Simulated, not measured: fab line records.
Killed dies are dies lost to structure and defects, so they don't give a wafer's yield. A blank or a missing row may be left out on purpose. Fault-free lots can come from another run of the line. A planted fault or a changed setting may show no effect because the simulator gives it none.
Matching of chambers -- flow nand_harc -- NHARC_A_STAIRCASE_DEP_301 on pecvd-02: 3 sister chambers
The step deposits SiON, target thk 30 nm. 18 wafers are shown with their chamber, then 9 later ones without.

WAFERS WITH THEIR CHAMBER
wafer,chamber,rf_fwd_power_W (W),heater_power_w (W)
L076.4,2,348.6,629
L076.5,0,349.6,616
L076.6,1,348.0,652
L078.1,1,348.4,669
L078.3,0,347.7,604
L078.6,0,346.1,617
L080.3,2,347.1,650
L080.5,0,345.9,669
L080.6,1,348.0,664
L081.1,2,349.0,685
L081.4,2,348.4,700
L081.6,1,347.0,586
L085.1,0,346.0,668
L085.4,1,349.8,651
L085.6,0,345.4,683
L090.2,2,349.8,628
L090.3,0,347.6,678
L090.5,1,347.3,627

SIGNATURES (means of the wafers above)
reading,chamber 0,chamber 1,chamber 2,scatter within a chamber
rf_fwd_power_W,346.900,348.083,348.580,1.21
heater_power_w,647.86,641.50,658.40,32.6
Rule: distance of a wafer from a chamber = root of the sum over the readings of ((wafer's reading minus chamber's mean) / reading's scatter) squared. The wafer belongs to the nearest chamber; if the next one is less than 2 further off, it can't be placed. The scatter: the root of (the sum of the squares of (reading less its chamber's mean) over the shown wafers, divided by (wafers less chambers)).

WAFERS WITH NO CHAMBER GIVEN
wafer,rf_fwd_power_W (W),heater_power_w (W)
L091.4,348.9,670
L091.5,348.4,649
L091.6,347.2,583
L093.1,348.9,671
L093.4,348.8,595
L093.6,348.2,694
L097.1,346.0,653
L097.2,350.5,665
L097.4,346.4,639

CHAMBER TAKEN BY EACH
wafer,from the rows above,in truth
L091.4,can't be placed: 2 or 1 or 0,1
L091.5,can't be placed: 2 or 1 or 0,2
L091.6,can't be placed: 1 or 0 or 2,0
L093.1,can't be placed: 2 or 1 or 0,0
L093.4,can't be placed: 1 or 2 or 0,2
L093.6,can't be placed: 2 or 1 or 0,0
L097.1,can't be placed: 0 or 1 or 2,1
L097.2,can't be placed: 2 or 1 or 0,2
L097.4,can't be placed: 0 or 1 or 2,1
Correct placement for 0 of the 9. Can't be placed from these rows: 9 (the true chamber is among the candidates in 9). 0 placed wrongly.
